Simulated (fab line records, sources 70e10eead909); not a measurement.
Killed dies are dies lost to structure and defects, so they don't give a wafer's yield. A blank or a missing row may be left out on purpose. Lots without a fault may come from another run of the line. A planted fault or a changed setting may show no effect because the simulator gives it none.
Which tool did it? | flow nand_harc | 14 lots, 42 wafers sampled, at 3 steps of a route of 1159

WHAT THE GAUGES READ, wafer by wafer
NHARC_A_M1_INSPECT_27.
lot  | measured     | on                | raw_defect_count
L862 | day 17 15:48 | defect_inspect-01 | 568 302 514
L863 | day 18 00:37 | defect_inspect-02 | 366 504 552
L865 | day 18 05:31 | defect_inspect-01 | 694 355 470
L864 | day 18 06:15 | defect_inspect-02 | 389 340 342
L867 | day 19 03:43 | defect_inspect-02 | 399 382 515
L866 | day 19 07:01 | defect_inspect-02 | 479 389 423
L869 | day 20 01:11 | defect_inspect-02 | 488 450 378
L872 | day 20 07:01 | defect_inspect-02 | 316 355 334
L871 | day 20 11:07 | defect_inspect-02 | 401 408 310
L870 | day 20 11:59 | defect_inspect-02 | 363 532 354
L874 | day 21 00:46 | defect_inspect-02 | 350 409 307
L873 | day 21 02:15 | defect_inspect-01 | 462 565 426
L884 | day 23 01:54 | defect_inspect-02 | 332 347 341
L883 | day 23 15:06 | defect_inspect-02 | 484 377 675

NHARC_A_BONDPAD_CD_MEAS_09: target cd 500 nm.
lot  | measured     | on        | cd_nm (nm)
L862 | day 17 17:37 | cd_sem-03 | 498.8 501.6 498.8
L863 | day 18 02:34 | cd_sem-01 | 502.7 501.6 499.8
L865 | day 18 07:19 | cd_sem-03 | 498.8 495.1 499.8
L864 | day 18 08:10 | cd_sem-01 | 501.5 500.8 505.6
L867 | day 19 05:31 | cd_sem-02 | 498.6 499.8 500.4
L866 | day 19 08:57 | cd_sem-01 | 498.3 501.0 502.9
L869 | day 20 03:19 | cd_sem-02 | 497.8 497.1 499.0
L872 | day 20 08:50 | cd_sem-02 | 497.0 502.8 502.5
L871 | day 20 13:04 | cd_sem-03 | 498.0 498.9 501.7
L870 | day 20 13:58 | cd_sem-01 | 502.0 503.8 503.4
L874 | day 21 03:05 | cd_sem-03 | 498.4 496.2 494.8
L873 | day 21 04:19 | cd_sem-03 | 501.3 503.8 500.2
L884 | day 23 04:01 | cd_sem-01 | 497.6 499.8 500.3
L883 | day 23 17:07 | cd_sem-02 | 500.0 497.3 498.1

WHICH TOOL RAN EACH LOT (tool, then ch and the chambers of the sampled wafers, then the start)
lot  | NHARC_A_M1_PVD_20
L862 | pvd_sputter-03, day 17 15:48 or earlier
L863 | pvd_sputter-02, day 18 00:37 or earlier
L865 | pvd_sputter-03, day 18 05:31 or earlier
L864 | pvd_sputter-02, day 18 06:15 or earlier
L867 | pvd_sputter-02, day 19 03:43 or earlier
L866 | pvd_sputter-03, day 19 07:01 or earlier
L869 | pvd_sputter-01, day 20 01:11 or earlier
L872 | pvd_sputter-01, day 20 07:01 or earlier
L871 | pvd_sputter-02, day 20 11:07 or earlier
L870 | pvd_sputter-02, day 20 11:59 or earlier
L874 | pvd_sputter-01, day 21 00:46 or earlier
L873 | pvd_sputter-02, day 21 02:15 or earlier
L884 | pvd_sputter-02, day 23 01:54 or earlier
L883 | pvd_sputter-01, day 23 15:06 or earlier
- NHARC_A_M1_PVD_20: deposits TaN, target thk 5 nm, time 8.06 s.

WHAT THE TOOLS THEMSELVES READ (means of the sampled wafers that have a number; where no wafer has one, the mark that the record gives instead)
NHARC_A_M1_PVD_20.
lot  | tool           | substrate_temp_c (C) | throttle_valve_pct (%)
L862 | pvd_sputter-03 | 50.10                | 30.2
L863 | pvd_sputter-02 | 49.84                | 29.9
L865 | pvd_sputter-03 | 49.99                | 30.2
L864 | pvd_sputter-02 | 50.04                | 29.9
L867 | pvd_sputter-02 | 49.96                | 30.1
L866 | pvd_sputter-03 | 49.97                | 31.0
L869 | pvd_sputter-01 | 50.01                | 29.2
L872 | pvd_sputter-01 | 50.14                | 29.1
L871 | pvd_sputter-02 | 50.08                | 30.3
L870 | pvd_sputter-02 | 49.94                | 30.7
L874 | pvd_sputter-01 | 50.04                | 29.3
L873 | pvd_sputter-02 | 49.95                | 30.3
L884 | pvd_sputter-02 | 50.10                | 30.2
L883 | pvd_sputter-01 | 49.97                | 29.1

THE ANSWER, worked out from the rows above alone
Rule: what is usual is taken from the lots themselves. Put in order of their means at a reading, lots are off if they are a third of the lots or fewer, leave a main group of 4 or more, and stand apart from it by a gap of 3 or more times the standard deviation of the main group's means; of several such gaps the widest counts. A main group whose means are all the same, to the digits that the tables above print for the reading, isn't used. A lot without any number at a reading at which 4 lots or more have one is off too. The other lots that the step has rows for count as sound. The gauges are gone through in route order, then the tools' own readings, and for those a lot's mean is taken as printed above. The first step at which some lot is off is used, and at that step the reading that is off furthest; a lot without a number counts as furthest.
No lot is off at any reading shown: from this, nothing can be told.

WHAT THE SIMULATOR HAD PUT IN
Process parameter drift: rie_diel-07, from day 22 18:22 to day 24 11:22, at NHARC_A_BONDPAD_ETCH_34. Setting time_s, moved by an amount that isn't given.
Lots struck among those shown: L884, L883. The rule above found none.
